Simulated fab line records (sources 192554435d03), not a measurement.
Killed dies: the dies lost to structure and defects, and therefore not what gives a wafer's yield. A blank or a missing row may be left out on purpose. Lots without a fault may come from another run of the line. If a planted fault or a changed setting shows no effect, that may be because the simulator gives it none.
A struck lot beside a sound one    flow n5 finfet    14 steps out of a route of 1938
Sound: the wafers L381.2, L381.4, L381.5. Struck: wafer L393.6. (L393.5 of the same lot was not struck and is left out.) The cause comes at the end.
At each step with rows: each side's tool, then ch and its chambers, then its first start. Under that, the readings that differ: sound wafers    struck wafers    difference of the means    sigmas: that difference in standard deviations of wafers without a fault.
alike: readings whose means differ by less than 2 such deviations, and words and numbers that are the same on both sides. not compared: withheld readings, readings that some wafer has no value for, bounds like >300 that may hide the same value, and numbers for which the record gives no deviation and whose values overlap.
The two part at a step that has a row with sigmas, a row that says differs or no value, or rows on one side only. Numbers that don't overlap but have no deviation are shown without sigmas and don't part them. Lack of a reading on every wafer of one side parts them only where that side has two or more wafers.

first, 1 step without rows for these wafers: N5_BEOL_M11_CURE_72 (cures SiCOH lowk, time 120 s).
N5_BEOL_M11_DEGAS_44: time 60 s.
  struck on pvd sputter-03, day 13 06:08; sound on pvd sputter-01, day 10 12:36
  alike: heater power w
N5_BEOL_M11_PRE_CLEAN_45: time 30 s.
  struck on pvd sputter-03, day 13 06:10; sound on pvd sputter-01, day 10 12:38
  alike: heater power w
N5_BEOL_M11_ALD_74: deposits TaN, target thk 2 nm, pulse time 2 s, purge time 3 s.
  sound on ald metal-02 ch 1,2, day 10 12:44; struck on ald metal-04 ch 0, day 13 06:20
  alike: heater power w, precursor vessel pressure torr
N5_BEOL_M11_SURFACE_TREAT_76:
  struck on pvd sputter-03, day 13 06:32; sound on pvd sputter-01, day 10 13:17
  not compared: throttle valve pct
then, 4 steps without rows for these wafers: N5_BEOL_M11_CVD_75 (deposits Co from CCTBA/H2, target thk 2 nm, time 138.9 s); N5_BEOL_M11_SPUTTER_48 (material Cu, target thk 12 nm, time 2 s); N5_BEOL_M11_ECD_50 (material Cu, target thk 318 nm); N5_BEOL_M11_ANNEAL_51 (time 90 s).
N5_BEOL_M11_CMP_52: polishes, stops on SiCOH lowk, t overpolish 7 s, target thk 140 nm.
  sound on cmp-03 ch 0,1,3, day 10 14:08; struck on cmp-04 ch 3, day 13 07:49
reading                 sound              struck  difference  sigmas
overpolish run s (s)    7.013 6.978 7.003  7.023   +0.025      +3
time to endpoint s (s)  66.4 66.6 68.7     61.5    -5.7        -2
  alike: barrier field endpoint s, clearing platen rpm, motor current A, slurry flow ml min
N5_BEOL_M11_THK_MEAS_53: measures by xrf.
  struck on film metro-02, day 13 07:57; sound on film metro-02, day 10 14:22
  alike: M11_THK
then, 1 step without rows for these wafers: N5_BEOL_M11_PRE_CLEAN_55 (time 15 s).
N5_BEOL_M11_DEP_56: deposits SiCN from 3MS/NH3, target thk 30 nm, time 10.5 s.
  sound on pecvd-03 ch 1, day 10 14:26; struck on pecvd-02 ch 0, day 13 08:02
reading                                    sound              struck  difference  sigmas
showerhead plenum p Torr (Torr)            4.172 4.155 4.167  4.123   -0.042      -2
model.SiCN_of_BEOL_M11_DEP_56.thk nm (nm)  29.8 30.2 30.2     40.8    +10.7       
  alike: throttle valve pct
N5_BEOL_M11_RS_MEAS_57: measures by four-point-probe.
  struck on film metro-01, day 13 08:05; sound on film metro-01, day 10 14:31
  alike: M11_RS

## WHERE THEY PART
At N5_BEOL_M11_CMP_52 first; at N5_BEOL_M11_DEP_56 last (within this record only). Later steps at which nothing parts them and some readings are alike: N5_BEOL_M11_RS_MEAS_57.

WHY: what the simulator had put in
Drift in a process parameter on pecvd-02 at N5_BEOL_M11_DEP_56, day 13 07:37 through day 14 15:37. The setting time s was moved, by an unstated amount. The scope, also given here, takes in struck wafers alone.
